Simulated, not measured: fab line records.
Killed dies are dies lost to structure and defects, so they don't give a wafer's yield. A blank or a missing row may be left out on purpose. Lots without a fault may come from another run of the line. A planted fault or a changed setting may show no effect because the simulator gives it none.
Matching of chambers | flow n5Finfet | N5_MOL_CONTACT_COAG_DESCUM_88 on rieDiel-04 has 4 sister chambers
The step chemistry O2, time 7 s. 4 wafers are shown with their chamber, then 9 later ones without.

WAFERS PAIRED WITH THEIR CHAMBERS
wafer  | chamber | showerheadPlenumPTorr (Torr)
L084.6 | 2       | 2.15
L090.3 | 1       | 2.09
L091.3 | 3       | 2.16
L091.6 | 0       | 1.98

WAFERS WHOSE CHAMBER IS MISSING
wafer  | showerheadPlenumPTorr (Torr)
L092.3 | 1.98
L092.5 | 2.09
L092.6 | 1.98
L093.2 | 2.16
L093.4 | 1.98
L093.6 | 2.09
L097.2 | 2.08
L097.3 | 2.16
L097.5 | 2.08

THE CHAMBER EACH PASSED THROUGH
wafer  | from the rows above | in truth
L092.3 | 0                   | 0
L092.5 | 1                   | 1
L092.6 | 0                   | 0
L093.2 | 3                   | 3
L093.4 | 0                   | 0
L093.6 | 1                   | 1
L097.2 | 1                   | 1
L097.3 | 3                   | 3
L097.5 | 1                   | 1
Correct placement for 9 of the 9. Can't be placed from these rows: 0. Wrongly placed: 0.
How it was worked out, from the rows above alone: a wafer's distance from a chamber is the root of the sum, over the readings, of the square of ((its reading less the chamber's mean) divided by the reading's scatter). The wafer belongs to the nearest chamber; if the next one is less than 2 further off, it can't be placed. Each chamber's mean is taken over the wafers shown for it. The scatter: with one shown wafer a chamber, the root of the mean of the squares of how far each hidden wafer lies from its nearest shown one.
